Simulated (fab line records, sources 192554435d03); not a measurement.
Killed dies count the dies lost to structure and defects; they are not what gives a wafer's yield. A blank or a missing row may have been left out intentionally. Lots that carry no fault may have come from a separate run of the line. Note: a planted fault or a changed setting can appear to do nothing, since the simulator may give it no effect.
Split-lot study | flow n5 finfet | 7 lots, 21 wafers read, on a route of 1938 steps

## THE SPLIT ITSELF
At N5_ZERO_LAYER_ETCH_18 (etches Si in HBr/Cl2, target depth 120 nm, time 40 s), the setting icp w was moved away from the recipe's 800 W on 6 of the 21 wafers read, by -14.4% to +14.5%. The other wafers ran this setting at the recipe's value.

Reading taken at the split's own step.

## THE READING
ZERO_LAYER.feature depth nm (the simulator's own value, which no gauge read), in nm, at N5_ZERO_LAYER_ETCH_18 (etches Si in HBr/Cl2, target depth 120 nm, time 40 s). There is no usual value for it anywhere in the file. Across the 15 wafers here that went through the recipe, the average is 119.6 nm and the standard deviation 0.91 nm.

wafer  | tool, chamber at the split | icp w as run, W | against the recipe | ZERO_LAYER.feature depth nm, nm | against lot-mates on the recipe
L078.2 | rie si-03, 2               | 800             | recipe             | 120.5                           | -
L078.3 | rie si-03, 3               | 800             | recipe             | 120.7                           | -
L078.6 | rie si-03, 0               | 800             | recipe             | 118.7                           | -
L079.1 | rie si-03, 1               | 800             | recipe             | 121.1                           | -
L079.3 | rie si-03, 3               | 800             | recipe             | 119.7                           | -
L079.4 | rie si-03, 0               | 800             | recipe             | 118.6                           | -
L084.3 | rie si-05, 1               | 800             | recipe             | 119.9                           | -
L084.4 | rie si-05, 2               | 800             | recipe             | 118.1                           | -
L084.5 | rie si-05, 0               | 800             | recipe             | 120.3                           | -
L085.3 | rie si-05, 3               | 872.5           | +9.1%              | 124.2                           | +5.2
L085.4 | rie si-05, 1               | 800             | recipe             | 119.5                           | -
L085.5 | rie si-05, 0               | 800             | recipe             | 118.6                           | -
L088.1 | rie si-03, 1               | 800             | recipe             | 120.7                           | -
L088.3 | rie si-03, 2               | 800             | recipe             | 118.8                           | -
L088.4 | rie si-03, 0               | 916             | +14.5%             | 126.2                           | +6.5
L091.2 | rie si-06, 2               | 744             | -7.0%              | 116.1                           | -3.3
L091.3 | rie si-06, 3               | 744             | -7.0%              | 115.4                           | -4.0
L091.6 | rie si-06, 2               | 800             | recipe             | 119.4                           | -
L097.2 | rie si-05, 0               | 800             | recipe             | 118.8                           | -
L097.3 | rie si-05, 1               | 685.1           | -14.4%             | 111.8                           | -7.0
L097.5 | rie si-05, 2               | 685.1           | -14.4%             | 109.9                           | -8.9

THE FIT
A straight line over all 21 wafers: ZERO_LAYER.feature depth nm changes by +0.547 nm for each +1% of icp w; r = +0.97; the points scatter about the line by 0.95 nm.
The same after taking each lot's own level away (the mean of its wafers on the recipe; 21 wafers): +0.521 nm for each +1%; r = +0.97; scatter 0.87 nm.
The reading moves by 7.6 nm for the largest change in icp w, on that fit.
The span of the lots' own levels, 118.80 to 119.97 nm, comes to 1.3 times the standard deviation stated above.
Hence the lot-to-lot level has little effect on the slope; both slopes agree.
Check: for one of the wafers moved furthest among these (+14.5%), held out of the fit, the line's prediction against its lot-mates is +8.03 nm. It came out at +6.45 nm against them.

## OTHER SPLITS ON THESE WAFERS
Other splits were also applied to these wafers ahead of the reading. Each is held against what the fit with the lots' levels taken away leaves over:
other split on the same wafers | wafers away from the commonest value | r with ZERO_LAYER.feature depth nm (lot level and that fit taken away)
N5_ZERO_LAYER_PECVD_02 time s  | 6                                    | -0.02

## THE WHOLE CHAIN: every reading that the file lists as answering this split, in the file's order
step                  | what it does                                         | reading                                                                      | change (the file's fit)               | r (the file's)
N5_ZERO_LAYER_ETCH_18 | etches Si in HBr/Cl2, target depth 120 nm, time 40 s | etch.depth nm (the simulator's own value, which no gauge read)               | +0.511 nm for each +1% of the setting | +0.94
N5_ZERO_LAYER_ETCH_18 | etches Si in HBr/Cl2, target depth 120 nm, time 40 s | ZERO_LAYER.feature depth nm (the simulator's own value, which no gauge read) | +0.511 nm for each +1% of the setting | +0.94

## FILE'S OWN FIT
ZERO_LAYER.feature depth nm changes by +0.511 nm for each +1% of icp w, r = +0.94.
